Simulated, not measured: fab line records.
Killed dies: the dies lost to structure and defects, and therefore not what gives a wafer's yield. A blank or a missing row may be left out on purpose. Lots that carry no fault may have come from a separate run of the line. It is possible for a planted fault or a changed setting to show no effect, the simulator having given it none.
Matching of chambers    flow n5_finfet    N5_BEOL_M0_SAQP_PECVD_96 on pecvd-02 has 3 sister chambers
The step deposits a-Si from SiH4/He, target thk 45 nm, time 45.2 s. 16 wafers are shown with their chamber, then 8 later ones without.

## WAFERS, EACH WITH ITS CHAMBER
wafer   chamber  showerhead_plenum_p_Torr (Torr)  throttle_valve_pct (%)  heater_power_w (W)
L074.2  0        5.56                             19.7                    771
L074.3  0        5.58                             19.7                    785
L074.4  1        5.64                             19.3                    547
L077.2  0        5.57                             19.8                    723
L077.3  1        5.65                             19.3                    593
L077.4  0        5.57                             19.5                    703
L078.1  1        5.65                             19.3                    536
L078.4  2        5.70                             16.4                    511
L078.5  1        5.64                             19.4                    554
L082.1  0        5.56                             19.9                    760
L082.4  2        5.70                             16.4                    515
L082.6  0        5.56                             20.1                    753
L086.1  2        5.70                             16.9                    491
L086.5  2        5.70                             16.5                    493
L086.6  0        5.58                             20.1                    766
L093.1  2        5.70                             16.8                    482

SIGNATURES (means of the wafers above)
reading                   chamber 0  chamber 1  chamber 2  scatter within a chamber
showerhead_plenum_p_Torr  5.5686     5.6450     5.7000     0.00671
throttle_valve_pct        19.829     19.325     16.600     0.2
heater_power_w            751.57     557.50     498.40     24.2
Rule: for a wafer and a chamber, the distance is found by dividing, reading by reading, the gap between the wafer's reading and the chamber's mean by the reading's scatter, squaring, summing and taking the root. The wafer belongs to the nearest chamber; if the next one is less than 2 further off, it can't be placed. The scatter: take each reading less its chamber's mean, square it, sum over the shown wafers, divide by the number of wafers less the number of chambers, and take the root.

## WAFERS MISSING THEIR CHAMBER
wafer   showerhead_plenum_p_Torr (Torr)  throttle_valve_pct (%)  heater_power_w (W)
L093.5  5.55                             20.1                    813
L093.6  5.65                             19.2                    571
L094.1  5.65                             19.4                    593
L094.3  5.57                             19.7                    722
L094.4  5.57                             19.9                    724
L095.2  5.57                             19.8                    676
L095.4  5.56                             19.8                    690
L095.5  5.70                             16.7                    504

## CHAMBER TAKEN BY EACH
wafer   from the rows above  in truth
L093.5  0                    0
L093.6  1                    1
L094.1  1                    1
L094.3  0                    0
L094.4  0                    0
L095.2  0                    0
L095.4  0                    0
L095.5  2                    2
Correct placement for 8 of the 8. From these rows, 0 cannot be placed. Number placed wrongly: 0.
